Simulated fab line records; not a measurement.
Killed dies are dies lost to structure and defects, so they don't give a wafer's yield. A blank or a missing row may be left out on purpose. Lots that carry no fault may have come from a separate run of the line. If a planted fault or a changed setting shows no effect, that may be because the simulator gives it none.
Struck lot and sound lot, side by side | flow n5_finfet | 35 steps out of a route of 1938
Sound: the wafers L906.1, L906.4, L906.5. Struck: wafer L909.5. (L909.3, L909.6 of the same lot were not struck and are left out.) The cause comes at the end.
Each step with rows lists, per side, the tool, then ch with its chambers, then its first start. Under that, the readings that differ: sound wafers | struck wafers | difference of the means | sigmas: that difference in standard deviations of wafers without a fault.
alike: readings whose means differ by less than 2 such deviations, and words and numbers that are the same on both sides. not compared: withheld readings, readings that some wafer has no value for, bounds like >300 that may hide the same value, and numbers for which the record gives no deviation and whose values overlap.
A row with sigmas, a row that says differs or no value, or rows on one side alone: a step with any of these is where the two part. Numbers that don't overlap but have no deviation are shown without sigmas and don't part them. A reading missing from all wafers of one side parts the sides only when that side holds two or more wafers.

first, 11 steps without rows for these wafers: N5_BEOL_M14_DESCUM_33 (chemistry O2, time 7.9 s); N5_BEOL_M14_ETCH_67 (etches SiARC in CF4, target depth 143 nm, time 238.3 s); N5_BEOL_M14_ETCH_68 (etches SOC in N2/H2, time 450 s); N5_BEOL_M14_STRIP_69 (strips in N2/H2); N5_BEOL_M14_TRENCH_ETCH_34 (etches SiO2 in C4F8/O2/Ar, target depth 556.65 nm, time 126.9 s); N5_BEOL_M14_STRIP_70 (strips in C4F8/O2/Ar); N5_BEOL_M14_STRIP_37 (strips in O2); N5_BEOL_M14_ETCH_38 (etches SiCN in CF4/N2, target depth 106.5 nm, time 120.6 s); N5_BEOL_M14_PRECLEAN_39 (cleans in residue remover, time 60 s); N5_BEOL_M14_SRD_40 (time 30 s, dry time 30 s); N5_BEOL_M14_DEGAS_41 (time 60 s).
N5_BEOL_M14_PRE_CLEAN_42: time 30 s.
  sound on pvd_sputter-01 at day 13 04:38; struck on pvd_sputter-01 at day 14 00:31
  alike: heater_power_w
then, 22 steps without rows for these wafers: N5_BEOL_M14_SPUTTER_43 (material TaN, target thk 15 nm, time 24.19 s); N5_BEOL_M14_SPUTTER_44 (material Ta, target thk 15 nm, time 24.19 s); N5_BEOL_M14_SPUTTER_45 (material Cu, target thk 100 nm, time 16.67 s); N5_BEOL_M14_ECD_47 (material Cu, target thk 1248 nm); N5_BEOL_M14_ANNEAL_48 (time 90 s); N5_BEOL_M14_CMP_49 (polishes, stops on SiO2, t overpolish 5.2 s, target thk 560 nm); N5_BEOL_M14_PRE_CLEAN_52 (time 15 s); N5_BEOL_M14_DEP_53 (deposits SiCN from 3MS/NH3, target thk 50 nm, time 17.8 s); N5_BEOL_M15_ILD_DEP_00 (deposits SiO2 from TEOS/O2, target thk 1629.3 nm, time 346.1 s); N5_BEOL_M15_COAT_58 (time 60 s, resist thk 89 nm); N5_BEOL_M15_COAT_04 (resist thk 800 nm); N5_BEOL_M15_EBR_06; N5_BEOL_M15_SOFTBAKE_05 (time 60 s); N5_BEOL_M15_EXPOSE_07 (exposes mask V14); N5_BEOL_M15_PEB_08 (peb time 90 s); N5_BEOL_M15_DEVELOP_09 (develop time 45 s); N5_BEOL_M15_HARDBAKE_14 (time 120 s); N5_BEOL_M15_DESCUM_15 (chemistry O2, time 7.9 s); N5_BEOL_M15_ETCH_59 (etches BARC in N2/H2, target depth 89 nm, overetch 26.7 nm, time 67.9 s); N5_BEOL_M15_VIA_ETCH_16 (etches SiO2 in C4F8/O2/Ar, target depth 1792.2 nm); N5_BEOL_M15_STRIP_63 (strips in O2); N5_BEOL_M15_STRIP_64 (strips in O2).
N5_PASSIVATION_PROBE_49:
  the record has rows for the struck wafers here (prober-01, day 15 00:18) and none for the sound ones

== WHERE THEY PART ==
N5_PASSIVATION_PROBE_49 only, going by this record.

WHY: the cause the simulator had injected
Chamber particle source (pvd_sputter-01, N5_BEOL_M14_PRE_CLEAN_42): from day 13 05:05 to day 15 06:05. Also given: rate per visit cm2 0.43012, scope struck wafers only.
